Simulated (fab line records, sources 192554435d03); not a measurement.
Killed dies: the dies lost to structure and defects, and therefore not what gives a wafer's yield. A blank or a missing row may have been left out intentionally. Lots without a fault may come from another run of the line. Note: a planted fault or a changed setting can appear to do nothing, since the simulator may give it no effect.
Matching of chambers + flow n5-finfet + 4 sister chambers for N5_SPACER0_ALD_08 on ald-sin-01
The step deposits SiNx, target thk 2 nm. 14 wafers are shown with their chamber, then 7 later ones without.

## EACH WAFER AND ITS CHAMBER
| wafer  | chamber | heater-power-w (W) |
|--------|---------|--------------------|
| L407.3 | 1       | 976                |
| L407.5 | 1       | 994                |
| L407.6 | 0       | 841                |
| L410.2 | 0       | 857                |
| L410.3 | 3       | 775                |
| L410.5 | 1       | 998                |
| L415.1 | 3       | 754                |
| L415.2 | 1       | 979                |
| L415.3 | 0       | 857                |
| L422.1 | 0       | 839                |
| L422.4 | 3       | 779                |
| L422.6 | 0       | 849                |
| L425.2 | 0       | 856                |
| L425.3 | 2       | 757                |

SIGNATURES (means of the wafers above)
| reading        | chamber 0 | chamber 1 | chamber 2 | chamber 3 | scatter within a chamber |
|----------------|-----------|-----------|-----------|-----------|--------------------------|
| heater-power-w | 849.83    | 986.75    | 757.00    | 769.33    | 10.3                     |
Rule: for a wafer and a chamber, the distance is found by dividing, reading by reading, the gap between the wafer's reading and the chamber's mean by the reading's scatter, squaring, summing and taking the root. If the next closest chamber is less than 2 further off than the closest, the wafer can't be placed; otherwise it belongs to the closest. How the scatter is found: for the shown wafers, subtract from each reading the mean of its chamber, square and add these, divide the total by (wafers less chambers), then take the root.

## WAFERS WITH NO CHAMBER GIVEN
| wafer  | heater-power-w (W) |
|--------|--------------------|
| L425.5 | 792                |
| L426.2 | 789                |
| L426.3 | 751                |
| L426.4 | 980                |
| L427.1 | 756                |
| L427.2 | 777                |
| L427.4 | 785                |

## EACH ONE'S CHAMBER
| wafer  | from the rows above     | in truth |
|--------|-------------------------|----------|
| L425.5 | can't be placed: 3 or 2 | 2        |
| L426.2 | can't be placed: 3 or 2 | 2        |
| L426.3 | can't be placed: 2 or 3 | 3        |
| L426.4 | 1                       | 1        |
| L427.1 | can't be placed: 2 or 3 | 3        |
| L427.2 | can't be placed: 3 or 2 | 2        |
| L427.4 | can't be placed: 3 or 2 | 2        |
Correctly placed: 1 of 7. Unplaceable from these rows: 6, with the true chamber sitting among the candidates in 6. Wrongly placed: 0.
